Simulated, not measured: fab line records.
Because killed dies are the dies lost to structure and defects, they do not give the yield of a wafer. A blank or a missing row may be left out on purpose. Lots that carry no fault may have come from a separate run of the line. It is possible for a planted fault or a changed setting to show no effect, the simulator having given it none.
What tool caused it? + flow n5-finfet + 21 lots with 63 wafers sampled at 6 steps, on a route of 1938 steps

## WHAT EACH GAUGE READ, for each wafer
The record lacks any reading of a measuring or inspecting step that a usual standard deviation could be used to judge.

## WHAT TOOL EACH LOT RAN ON (gives the tool, then ch and the chambers of the sampled wafers, and finally the start)
| lot  | N5_MOL_CONTACT_COAG_VIA_ETCH_117   | N5_BEOL_M0_SAQP_RECESS_114         | N5_BEOL_M0_SAQP_ETCH_102         | N5_BEOL_M0_SAQP_STRIP_108          | N5_BEOL_M0_SAQP_ETCH_88            | N5_BEOL_M0_STRIP_142               |
|------|------------------------------------|------------------------------------|----------------------------------|------------------------------------|------------------------------------|------------------------------------|
| L074 | rie-diel-05 ch 0,2, day 5 09:28    | vapor-etch-02 ch 0,1, day 5 15:55  | rie-si-02 ch 1,2,3, day 5 17:50  | rie-diel-03 ch 0,2,3, day 5 18:29  | rie-diel-02 ch 1,2,3, day 5 19:55  | rie-diel-05 ch 0,1,3, day 5 23:52  |
| L075 | rie-diel-01 ch 0,1,2, day 5 10:07  | vapor-etch-01 ch 0,1, day 5 19:46  | rie-si-03 ch 0,1,3, day 5 20:58  | rie-diel-03 ch 1,2,3, day 5 21:43  | rie-diel-03 ch 1,2,3, day 5 23:29  | rie-diel-04 ch 1,2,3, day 6 03:40  |
| L077 | rie-diel-05 ch 0,1,3, day 5 21:32  | vapor-etch-01 ch 0,1, day 6 05:34  | rie-si-06 ch 0,3, day 6 06:38    | rie-diel-02 ch 0,3, day 6 07:32    | rie-diel-03 ch 0,1, day 6 09:07    | rie-diel-01 ch 1,2, day 6 13:44    |
| L078 | rie-diel-05 ch 0,1,2, day 6 05:37  | vapor-etch-02 ch 0,1, day 6 11:55  | rie-si-06 ch 0,1,3, day 6 13:11  | rie-diel-06 ch 0,1,2, day 6 13:50  | rie-diel-06 ch 0,1,2, day 6 15:23  | rie-diel-01 ch 1,2,3, day 6 17:58  |
| L079 | rie-diel-04 ch 0,2, day 6 14:32    | vapor-etch-02 ch 0,1, day 6 20:40  | rie-si-03 ch 0,1,3, day 6 22:02  | rie-diel-06 ch 0,3, day 6 22:43    | rie-diel-02 ch 2,3, day 7 00:16    | rie-diel-01 ch 0,2, day 7 03:49    |
| L080 | rie-diel-04 ch 0,1,2, day 6 15:00  | vapor-etch-01 ch 0,1, day 7 00:15  | rie-si-06 ch 0,2,3, day 7 01:27  | rie-diel-06 ch 0,1,2, day 7 02:10  | rie-diel-06 ch 0,2,3, day 7 03:50  | rie-diel-05 ch 1,2,3, day 7 08:25  |
| L082 | rie-diel-05 ch 0,1,2, day 7 03:42  | vapor-etch-02 ch 0,1, day 7 10:19  | rie-si-02 ch 0,1,3, day 7 11:37  | rie-diel-06 ch 0,2,3, day 7 12:17  | rie-diel-06 ch 0,2,3, day 7 13:50  | rie-diel-04 ch 0,1,2, day 7 17:41  |
| L083 | rie-diel-05 ch 0,1,2, day 7 08:05  | vapor-etch-01 ch 0,1, day 7 14:57  | rie-si-03 ch 0,1,2, day 7 16:10  | rie-diel-03 ch 1,2, day 7 16:49    | rie-diel-03 ch 0,2, day 7 18:18    | rie-diel-01 ch 0,1,3, day 7 20:32  |
| L084 | rie-diel-01 ch 0,1,3, day 7 14:56  | vapor-etch-01 ch 0,1, day 7 22:26  | rie-si-06 ch 0,1,3, day 7 23:41  | rie-diel-06 ch 1,2, day 8 00:23    | rie-diel-03 ch 2,3, day 8 02:26    | rie-diel-01 ch 0,2, day 8 05:14    |
| L085 | rie-diel-04 ch 2,3, day 8 00:07    | vapor-etch-01 ch 0,1, day 8 06:51  | rie-si-02 ch 2,3, day 8 08:38    | rie-diel-06 ch 0,2, day 8 09:19    | rie-diel-02 ch 1,3, day 8 10:51    | rie-diel-05 ch 0,2,3, day 8 14:56  |
| L086 | rie-diel-04 ch 0,1,3, day 8 03:27  | vapor-etch-01 ch 0,1, day 8 12:54  | rie-si-03 ch 1,2, day 8 15:35    | rie-diel-06 ch 1,2,3, day 8 16:15  | rie-diel-03 ch 2,3, day 8 17:47    | rie-diel-05 ch 0,2,3, day 8 21:25  |
| L087 | rie-diel-04 ch 1,2,3, day 8 09:38  | vapor-etch-01 ch 0,1, day 8 16:50  | rie-si-02 ch 0,1,3, day 8 17:56  | rie-diel-02 ch 1,2,3, day 8 18:36  | rie-diel-03 ch 1,3, day 8 21:37    | rie-diel-04 ch 0,3, day 9 00:35    |
| L088 | rie-diel-04 ch 0,1, day 8 18:02    | vapor-etch-01 ch 0,1, day 9 01:54  | rie-si-02 ch 1,2, day 9 03:06    | rie-diel-02 ch 1,2,3, day 9 03:56  | rie-diel-03 ch 1,3, day 9 05:34    | rie-diel-04 ch 0,1,2, day 9 08:33  |
| L089 | rie-diel-01 ch 0,2,3, day 9 00:22  | vapor-etch-01 ch 0,1, day 9 06:34  | rie-si-02 ch 0,2,3, day 9 07:46  | rie-diel-02 ch 0,1,2, day 9 08:26  | rie-diel-03 ch 1,2,3, day 9 10:01  | rie-diel-04 ch 0,1,3, day 9 13:25  |
| L090 | rie-diel-05 ch 0,1, day 9 03:44    | vapor-etch-01 ch 0,1, day 9 10:40  | rie-si-02 ch 1,2,3, day 9 11:57  | rie-diel-03 ch 1,2, day 9 12:37    | rie-diel-03 ch 2,3, day 9 14:10    | rie-diel-04 ch 0,1,3, day 9 19:14  |
| L091 | rie-diel-05 ch 0,2,3, day 9 07:08  | vapor-etch-01 ch 0,1, day 9 14:44  | rie-si-06 ch 0,1, day 9 15:57    | rie-diel-03 ch 1,2,3, day 9 16:37  | rie-diel-03 ch 2,3, day 9 18:22    | rie-diel-01 ch 0,1,2, day 9 23:01  |
| L092 | rie-diel-01 ch 0,1,3, day 9 14:16  | vapor-etch-01 ch 0,1, day 9 20:38  | rie-si-02 ch 0,1,2, day 9 22:17  | rie-diel-06 ch 1,2,3, day 9 22:57  | rie-diel-02 ch 0,1,3, day 10 00:26 | rie-diel-04 ch 0,1,2, day 10 04:58 |
| L093 | rie-diel-01 ch 0,1,3, day 9 20:19  | vapor-etch-01 ch 0,1, day 10 02:53 | rie-si-06 ch 1,2,3, day 10 04:22 | rie-diel-03 ch 2,3, day 10 05:29   | rie-diel-06 ch 0,1,2, day 10 07:14 | rie-diel-05 ch 0,2,3, day 10 11:21 |
| L094 | rie-diel-04 ch 0,1,3, day 10 07:16 | vapor-etch-02 ch 0,1, day 10 13:41 | rie-si-03 ch 1,2,3, day 10 14:59 | rie-diel-02 ch 1,3, day 10 15:38   | rie-diel-06 ch 1,3, day 10 17:11   | rie-diel-05 ch 1,2,3, day 10 22:14 |
| L095 | rie-diel-01 ch 0,2,3, day 10 07:53 | vapor-etch-01 ch 0,1, day 10 16:58 | rie-si-02 ch 0,3, day 10 18:46   | rie-diel-02 ch 0,2,3, day 10 19:26 | rie-diel-03 ch 1,3, day 10 20:55   | rie-diel-04 ch 0,1, day 11 02:10   |
| L097 | rie-diel-04 ch 0,1,2, day 11 01:05 | vapor-etch-01 ch 0,1, day 11 07:11 | rie-si-02 ch 0,3, day 11 08:26   | rie-diel-02 ch 0,2,3, day 11 09:06 | rie-diel-06 ch 0,3, day 11 10:31   | rie-diel-04 ch 0,1, day 11 16:08   |
- N5_MOL_CONTACT_COAG_VIA_ETCH_117: etches SiO2 in C4F6/O2, target depth 40 nm, overetch 8 nm, time 26 s.
- N5_BEOL_M0_SAQP_RECESS_114: chemistry HF/NH3, target SiO2, target depth 14.4 nm, afs cycles 3, sublimation time 60 s.
- N5_BEOL_M0_SAQP_ETCH_102: etches SiO2 in CF4, target depth 4 nm, time 4.4 s.
- N5_BEOL_M0_SAQP_STRIP_108: strips in N2/H2.
- N5_BEOL_M0_SAQP_ETCH_88: etches underlayer in N2/H2, target depth 6.5 nm, time 5.2 s.
- N5_BEOL_M0_STRIP_142: strips in N2/H2, time 10 s.

## AS READ BY THE TOOLS THEMSELVES (means over the sampled wafers that have a number; for cases with no such wafer, the mark the record gives instead)
N5_MOL_CONTACT_COAG_VIA_ETCH_117. Usual: drypump-motor-current-A 5.7 A, standard deviation 0.51; mfc-ar-sccm 300.1 sccm, standard deviation 0.95; oes-product-au 0.75 a.u., standard deviation 0.068; rf-vpp-V 1578 V, standard deviation 49; showerhead-plenum-p-Torr 2.83 Torr, standard deviation 0.073; throttle-valve-pct 41.3 %, standard deviation 0.68.
| lot  | tool        | drypump-motor-current-A (A) | mfc-ar-sccm (sccm) | oes-product-au (a.u.) | rf-vpp-V (V) | showerhead-plenum-p-Torr (Torr) | throttle-valve-pct (%) | flag |
|------|-------------|-----------------------------|--------------------|-----------------------|--------------|---------------------------------|------------------------|------|
| L074 | rie-diel-05 | 5.6                         | 300.5              | 0.76                  | 1578         | 2.81                            | 42.3                   |      |
| L075 | rie-diel-01 | 5.8                         | 300.1              | 0.69                  | 1579         | 2.90                            | 41.6                   |      |
| L077 | rie-diel-05 | 5.3                         | 300.5              | 0.83                  | 1599         | 2.81                            | 41.6                   |      |
| L078 | rie-diel-05 | 5.9                         | 300.0              | 0.75                  | 1591         | 2.80                            | 41.7                   |      |
| L079 | rie-diel-04 | 5.6                         | 299.9              | 0.81                  | 1587         | 2.77                            | 40.3                   |      |
| L080 | rie-diel-04 | 5.6                         | 299.8              | 0.79                  | 1548         | 2.81                            | 40.5                   |      |
| L082 | rie-diel-05 | 5.9                         | 300.4              | 0.74                  | 1591         | 2.79                            | 41.7                   |      |
| L083 | rie-diel-05 | 5.9                         | 300.1              | 0.74                  | 1591         | 2.79                            | 41.7                   |      |
| L084 | rie-diel-01 | 6.0                         | 299.6              | 0.69                  | 1620         | 2.87                            | 41.8                   |      |
| L085 | rie-diel-04 | 5.6                         | 300.3              | 0.83                  | 1621         | 2.79                            | 40.6                   |      |
| L086 | rie-diel-04 | 5.8                         | 299.7              | 0.76                  | 1553         | 2.81                            | 40.9                   |      |
| L087 | rie-diel-04 | 5.6                         | 300.3              | 0.80                  | 1580         | 2.83                            | 40.8                   |      |
| L088 | rie-diel-04 | 5.6                         | 300.4              | 0.74                  | 1508         | 2.85                            | 40.6                   |      |
| L089 | rie-diel-01 | 5.9                         | 300.3              | 0.70                  | 1584         | 2.92                            | 41.6                   |      |
| L090 | rie-diel-05 | 5.5                         | 299.8              | 0.75                  | 1617         | 2.78                            | 41.4                   |      |
| L091 | rie-diel-05 | 5.6                         | 299.2              | 0.74                  | 1572         | 2.80                            | 42.0                   |      |
| L092 | rie-diel-01 | 6.0                         | 299.9              | 0.68                  | 1619         | 2.86                            | 41.8                   |      |
| L093 | rie-diel-01 | 6.0                         | 299.3              | 0.67                  | 1619         | 2.86                            | 41.8                   |      |
| L094 | rie-diel-04 | 5.8                         | 299.6              | 0.75                  | 1553         | 2.80                            | 40.9                   |      |
| L095 | rie-diel-01 | 5.9                         | 300.5              | 0.69                  | 1584         | 2.92                            | 41.6                   |      |
| L097 | rie-diel-04 | 5.6                         | 300.0              | 0.74                  | 1546         | 2.80                            | 40.5                   |      |

N5_BEOL_M0_SAQP_RECESS_114. Usual: 5.7 A for drypump-motor-current-A, sd 0.36.
| lot  | tool          | drypump-motor-current-A (A) | flag |
|------|---------------|-----------------------------|------|
| L074 | vapor-etch-02 | 5.7                         |      |
| L075 | vapor-etch-01 | 5.6                         |      |
| L077 | vapor-etch-01 | 5.6                         |      |
| L078 | vapor-etch-02 | 5.7                         |      |
| L079 | vapor-etch-02 | 5.7                         |      |
| L080 | vapor-etch-01 | 5.8                         |      |
| L082 | vapor-etch-02 | 5.8                         |      |
| L083 | vapor-etch-01 | 5.6                         |      |
| L084 | vapor-etch-01 | 5.8                         |      |
| L085 | vapor-etch-01 | 5.6                         |      |
| L086 | vapor-etch-01 | 5.8                         |      |
| L087 | vapor-etch-01 | 5.8                         |      |
| L088 | vapor-etch-01 | 5.6                         |      |
| L089 | vapor-etch-01 | 5.8                         |      |
| L090 | vapor-etch-01 | 5.8                         |      |
| L091 | vapor-etch-01 | 5.6                         |      |
| L092 | vapor-etch-01 | 5.6                         |      |
| L093 | vapor-etch-01 | 5.6                         |      |
| L094 | vapor-etch-02 | 5.8                         |      |
| L095 | vapor-etch-01 | 5.6                         |      |
| L097 | vapor-etch-01 | 5.6                         |      |

N5_BEOL_M0_SAQP_ETCH_102. Usual: drypump-motor-current-A 5.8 A, standard deviation 0.44; oes-product-au 0.992 a.u., standard deviation 0.029; throttle-valve-pct 21.87 %, standard deviation 0.21.
| lot  | tool      | drypump-motor-current-A (A) | oes-product-au (a.u.) | throttle-valve-pct (%) | flag |
|------|-----------|-----------------------------|-----------------------|------------------------|------|
| L074 | rie-si-02 | 5.8                         | 0.970                 | 21.77                  |      |
| L075 | rie-si-03 | 5.7                         | 1.000                 | 21.93                  |      |
| L077 | rie-si-06 | 5.3                         | 1.028                 | 22.07                  |      |
| L078 | rie-si-06 | 5.7                         | 1.024                 | 22.02                  |      |
| L079 | rie-si-03 | 5.7                         | 1.009                 | 21.93                  |      |
| L080 | rie-si-06 | 5.6                         | 1.024                 | 21.98                  |      |
| L082 | rie-si-02 | 5.7                         | 0.979                 | 21.83                  |      |
| L083 | rie-si-03 | 5.5                         | 1.001                 | 21.78                  |      |
| L084 | rie-si-06 | 5.7                         | 1.009                 | 22.01                  |      |
| L085 | rie-si-02 | 6.1                         | 0.961                 | 21.83                  |      |
| L086 | rie-si-03 | 5.5                         | 0.981                 | 21.58                  |      |
| L087 | rie-si-02 | 5.7                         | 0.974                 | 21.76                  |      |
| L088 | rie-si-02 | 6.0                         | 0.973                 | 21.90                  |      |
| L089 | rie-si-02 | 6.1                         | 0.962                 | 21.81                  |      |
| L090 | rie-si-02 | 5.8                         | 0.962                 | 21.77                  |      |
| L091 | rie-si-06 | 6.1                         | 1.020                 | 21.93                  |      |
| L092 | rie-si-02 | 5.9                         | 0.982                 | 21.89                  |      |
| L093 | rie-si-06 | 5.6                         | 1.022                 | 22.06                  |      |
| L094 | rie-si-03 | 5.5                         | 0.985                 | 21.76                  |      |
| L095 | rie-si-02 | 5.9                         | 0.960                 | 21.69                  |      |
| L097 | rie-si-02 | 6.0                         | 0.965                 | 21.79                  |      |

N5_BEOL_M0_SAQP_STRIP_108. Usual: drypump-motor-current-A 5.5 A, standard deviation 0.53; oes-product-au 0.79 a.u., standard deviation 0.087; rf-vpp-V 121.7 V, standard deviation 1.1; showerhead-plenum-p-Torr 3.33 Torr, standard deviation 0.13; throttle-valve-pct 18.9 %, standard deviation 0.45.
| lot  | tool        | drypump-motor-current-A (A) | oes-product-au (a.u.) | rf-vpp-V (V) | showerhead-plenum-p-Torr (Torr) | throttle-valve-pct (%) | flag |
|------|-------------|-----------------------------|-----------------------|--------------|---------------------------------|------------------------|------|
| L074 | rie-diel-03 | 5.9                         | 0.77                  | 122.3        | 3.32                            | 18.6                   |      |
| L075 | rie-diel-03 | 5.6                         | 0.85                  | 121.6        | 3.36                            | 18.6                   |      |
| L077 | rie-diel-02 | 5.8                         | 0.73                  | 121.0        | 3.24                            | 19.4                   |      |
| L078 | rie-diel-06 | 5.5                         | 0.75                  | 122.2        | 3.35                            | 19.0                   |      |
| L079 | rie-diel-06 | 5.2                         | 0.81                  | 121.5        | 3.32                            | 19.0                   |      |
| L080 | rie-diel-06 | 5.5                         | 0.74                  | 121.2        | 3.34                            | 19.0                   |      |
| L082 | rie-diel-06 | 5.3                         | 0.75                  | 121.4        | 3.30                            | 19.2                   |      |
| L083 | rie-diel-03 | 5.1                         | 0.90                  | 122.6        | 3.48                            | 18.7                   |      |
| L084 | rie-diel-06 | 5.0                         | 0.73                  | 122.2        | 3.38                            | 19.0                   |      |
| L085 | rie-diel-06 | 5.2                         | 0.70                  | 121.8        | 3.28                            | 19.4                   |      |
| L086 | rie-diel-06 | 5.0                         | 0.78                  | 121.8        | 3.39                            | 18.8                   |      |
| L087 | rie-diel-02 | 5.8                         | 0.85                  | 122.4        | 3.33                            | 18.8                   |      |
| L088 | rie-diel-02 | 5.7                         | 0.84                  | 121.0        | 3.33                            | 18.9                   |      |
| L089 | rie-diel-02 | 5.6                         | 0.76                  | 120.6        | 3.22                            | 19.3                   |      |
| L090 | rie-diel-03 | 5.2                         | 0.87                  | 122.4        | 3.37                            | 18.7                   |      |
| L091 | rie-diel-03 | 5.6                         | 0.81                  | 122.0        | 3.34                            | 18.7                   |      |
| L092 | rie-diel-06 | 5.0                         | 0.77                  | 122.6        | 3.39                            | 18.8                   |      |
| L093 | rie-diel-03 | 6.1                         | 0.75                  | 121.1        | 3.20                            | 18.6                   |      |
| L094 | rie-diel-02 | 5.8                         | 0.86                  | 121.2        | 3.40                            | 18.6                   |      |
| L095 | rie-diel-02 | 5.8                         | 0.83                  | 121.3        | 3.27                            | 19.1                   |      |
| L097 | rie-diel-02 | 5.8                         | 0.83                  | 122.1        | 3.27                            | 19.1                   |      |

N5_BEOL_M0_SAQP_ETCH_88. Usual: drypump-motor-current-A 5.5 A, standard deviation 0.58; etch-rf-on-time-s 5.32 s, standard deviation 0.17; oes-product-au 0.67 a.u., standard deviation 0.072; rf-vpp-V 523 V, standard deviation 3.3; showerhead-plenum-p-Torr 2.53 Torr, standard deviation 0.11; throttle-valve-pct 17.87 %, standard deviation 0.26.
| lot  | tool        | drypump-motor-current-A (A) | etch-rf-on-time-s (s) | oes-product-au (a.u.) | rf-vpp-V (V) | showerhead-plenum-p-Torr (Torr) | throttle-valve-pct (%) | flag |
|------|-------------|-----------------------------|-----------------------|-----------------------|--------------|---------------------------------|------------------------|------|
| L074 | rie-diel-02 | 5.7                         | 5.40                  | 0.64                  | 525          | 2.53                            | 17.96                  |      |
| L075 | rie-diel-03 | 5.6                         | 5.41                  | 0.71                  | 523          | 2.54                            | 17.73                  |      |
| L077 | rie-diel-03 | 5.6                         | 5.38                  | 0.65                  | 527          | 2.67                            | 17.69                  |      |
| L078 | rie-diel-06 | 5.5                         | 5.24                  | 0.64                  | 524          | 2.53                            | 18.00                  |      |
| L079 | rie-diel-02 | 5.8                         | 5.35                  | 0.67                  | 522          | 2.51                            | 17.82                  |      |
| L080 | rie-diel-06 | 5.2                         | 5.21                  | 0.65                  | 522          | 2.50                            | 18.13                  |      |
| L082 | rie-diel-06 | 5.2                         | 5.22                  | 0.65                  | 522          | 2.50                            | 18.12                  |      |
| L083 | rie-diel-03 | 5.7                         | 5.32                  | 0.63                  | 523          | 2.58                            | 17.77                  |      |
| L084 | rie-diel-03 | 6.1                         | 5.56                  | 0.63                  | 522          | 2.43                            | 17.81                  |      |
| L085 | rie-diel-02 | 5.7                         | 5.45                  | 0.66                  | 523          | 2.53                            | 17.98                  |      |
| L086 | rie-diel-03 | 6.1                         | 5.43                  | 0.63                  | 521          | 2.43                            | 17.81                  |      |
| L087 | rie-diel-03 | 5.5                         | 5.37                  | 0.69                  | 526          | 2.61                            | 17.69                  |      |
| L088 | rie-diel-03 | 5.6                         | 5.44                  | 0.68                  | 526          | 2.61                            | 17.71                  |      |
| L089 | rie-diel-03 | 5.6                         | 5.34                  | 0.68                  | 523          | 2.53                            | 17.77                  |      |
| L090 | rie-diel-03 | 6.1                         | 5.43                  | 0.62                  | 521          | 2.42                            | 17.83                  |      |
| L091 | rie-diel-03 | 6.1                         | 5.40                  | 0.62                  | 520          | 2.42                            | 17.85                  |      |
| L092 | rie-diel-02 | 5.8                         | 5.42                  | 0.66                  | 523          | 2.49                            | 18.03                  |      |
| L093 | rie-diel-06 | 5.4                         | 5.28                  | 0.62                  | 523          | 2.52                            | 18.05                  |      |
| L094 | rie-diel-06 | 5.0                         | 5.07                  | 0.69                  | 525          | 2.58                            | 17.71                  |      |
| L095 | rie-diel-03 | 6.0                         | 5.44                  | 0.62                  | 524          | 2.49                            | 17.80                  |      |
| L097 | rie-diel-06 | 5.2                         | 5.11                  | 0.67                  | 524          | 2.50                            | 18.03                  |      |

N5_BEOL_M0_STRIP_142. Usual: drypump-motor-current-A 5.7 A, standard deviation 0.5; oes-product-au 0.84 a.u., standard deviation 0.084; rf-vpp-V 59.3 V, standard deviation 0.84; showerhead-plenum-p-Torr 2.52 Torr, standard deviation 0.058; throttle-valve-pct 23.8 %, standard deviation 0.44.
| lot  | tool        | drypump-motor-current-A (A) | oes-product-au (a.u.) | rf-vpp-V (V) | showerhead-plenum-p-Torr (Torr) | throttle-valve-pct (%) | flag |
|------|-------------|-----------------------------|-----------------------|--------------|---------------------------------|------------------------|------|
| L074 | rie-diel-05 | 5.3                         | 0.94                  | 58.7         | 2.47                            | 23.5                   |      |
| L075 | rie-diel-04 | 5.6                         | 0.96                  | 59.5         | 2.53                            | 23.4                   |      |
| L077 | rie-diel-01 | 5.6                         | 0.73                  | 58.8         | 2.57                            | 24.3                   |      |
| L078 | rie-diel-01 | 5.7                         | 0.76                  | 59.8         | 2.58                            | 24.0                   |      |
| L079 | rie-diel-01 | 5.6                         | 0.78                  | 59.6         | 2.63                            | 23.8                   |      |
| L080 | rie-diel-05 | 5.8                         | 0.85                  | 60.1         | 2.49                            | 23.8                   |      |
| L082 | rie-diel-04 | 5.5                         | 0.87                  | 59.7         | 2.53                            | 23.6                   |      |
| L083 | rie-diel-01 | 6.0                         | 0.76                  | 59.0         | 2.55                            | 24.0                   |      |
| L084 | rie-diel-01 | 6.0                         | 0.76                  | 59.4         | 2.60                            | 23.9                   |      |
| L085 | rie-diel-05 | 5.6                         | 0.84                  | 59.6         | 2.50                            | 24.0                   |      |
| L086 | rie-diel-05 | 5.6                         | 0.84                  | 59.4         | 2.49                            | 24.0                   |      |
| L087 | rie-diel-04 | 6.0                         | 0.88                  | 59.2         | 2.47                            | 23.5                   |      |
| L088 | rie-diel-04 | 5.6                         | 0.85                  | 59.4         | 2.52                            | 23.6                   |      |
| L089 | rie-diel-04 | 5.8                         | 0.85                  | 59.1         | 2.51                            | 23.6                   |      |
| L090 | rie-diel-04 | 5.8                         | 0.85                  | 59.3         | 2.51                            | 23.6                   |      |
| L091 | rie-diel-01 | 5.8                         | 0.72                  | 59.6         | 2.58                            | 24.1                   |      |
| L092 | rie-diel-04 | 5.6                         | 0.84                  | 58.5         | 2.52                            | 23.7                   |      |
| L093 | rie-diel-05 | 5.6                         | 0.82                  | 59.1         | 2.49                            | 24.0                   |      |
| L094 | rie-diel-05 | 5.8                         | 0.82                  | 59.3         | 2.48                            | 23.9                   |      |
| L095 | rie-diel-04 | 5.8                         | 0.79                  | 59.4         | 2.50                            | 23.8                   |      |
| L097 | rie-diel-04 | 5.7                         | 0.78                  | 59.6         | 2.50                            | 23.8                   |      |

## THE ANSWER, worked out from the rows above alone
Rule: a lot is off if the mean of its wafers that have a number lies more than 3 standard deviations from the usual mean. Also off: a lot with no number at a reading for which 4 or more lots have one. The other lots that the step has rows for count as sound. The gauges are gone through in route order, then the tools' own readings, and for those a lot's mean is taken as printed above. At the first step where some lot is off, the reading lying furthest off is the one used; lots without a number count as furthest.
Nothing can be told from this: no lot is off at any reading shown.

## WHAT WAS PUT IN BY THE SIMULATOR
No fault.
